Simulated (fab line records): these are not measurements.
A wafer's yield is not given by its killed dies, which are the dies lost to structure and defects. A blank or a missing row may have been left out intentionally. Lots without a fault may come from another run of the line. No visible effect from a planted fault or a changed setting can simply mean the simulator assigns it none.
A single fault, viewed from 2 desks | flow n5 finfet | each desk holds nothing but its own numbers, with what lay behind them at the end

== DESK OF THE TOOL OWNER: litho track-04 ==
The tool's own readings at N5_HKMG_FIN_COAT_41 (time 60 s, resist thk 300 nm): means of the sampled wafers that have a number, for each lot that ran on this tool. If a lot's mean is further than 4 standard deviations from the usual mean, the lot is out of limits and carries the mark OUT (the distance appears in the brackets).
Columns: A = heater power total W at N5_HKMG_FIN_COAT_41, usual 500.1 W; B = resist line temp C at N5_HKMG_FIN_COAT_41, usual 23.01 C; C = spin speed rpm at N5_HKMG_FIN_COAT_41, usual 1499.9 rpm
lot  | first seen here | A     | B     | C
L476 | day 7 05:23     | 499.9 | 22.98 | 1499.4
L477 | day 7 11:14     | 499.0 | 23.02 | 1422.3 (-87) OUT
L479 | day 7 22:55     | 499.3 | 22.97 | 1422.4 (-87) OUT
Finding of this desk: L477, L479 out of limits; the first was L477 at day 7 11:14, on spin speed rpm at N5_HKMG_FIN_COAT_41. L476: within limits.

== THE METROLOGY DESK ==
Means of the sampled wafers that have a number, per lot and without regard to the tool the lot ran on: this is what the gauges read. If a lot's mean is further than 4 standard deviations from the usual mean, the lot is out of limits and carries the mark OUT (the distance appears in the brackets). Of its 10 readings 7 are shown: those that lie furthest out on some lot.
Columns: A = DIBL_P at N5_BEOL_M4_RC_MEAS_101, usual 37.0 mV/V; B = IOFF_N at N5_BEOL_M4_RC_MEAS_101, usual 0.17 nA/um; C = IOFF_P at N5_BEOL_M4_RC_MEAS_101, usual 0.22 nA/um; D = ION_N at N5_BEOL_M4_RC_MEAS_101, usual 673 uA/um; E = ION_P at N5_BEOL_M4_RC_MEAS_101, usual 462 uA/um; F = VT_N at N5_BEOL_M4_RC_MEAS_101, usual 250 mV; G = VT_P at N5_BEOL_M4_RC_MEAS_101, usual -250 mV
lot  | first seen here | A    | B    | C    | D   | E   | F   | G
L478 | day 12 06:02    | 41.0 | 0.23 | 0.31 | 694 | 477 | 244 | -243
L476 | day 12 06:58    | 36.8 | 0.13 | 0.21 | 662 | 460 | 252 | -251
L479 | day 12 08:23    | 35.6 | 0.14 | 0.20 | 675 | 465 | 251 | -251
L477 | day 12 16:32    | 37.8 | 0.17 | 0.21 | 675 | 458 | 250 | -253
This desk's finding: nothing out of limits on any of the 4 lots.

== ALL TOGETHER ==
An alarm could have come from the tool owner's desk at day 7 11:14, on L477, L479.
The metrology desk saw nothing out of limits.
The metrology desk holds a record of L477, L479, inside its limits.
On litho track-04, each named lot ran N5_HKMG_FIN_COAT_41.

== WHAT THE SIMULATOR PUT IN ==
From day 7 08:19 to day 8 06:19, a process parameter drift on litho track-04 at N5_HKMG_FIN_COAT_41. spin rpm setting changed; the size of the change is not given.
Lots struck among those shown: L477, L479.
Hours from the fault's start to each desk's first reading out of limits: the tool owner's desk, 3.
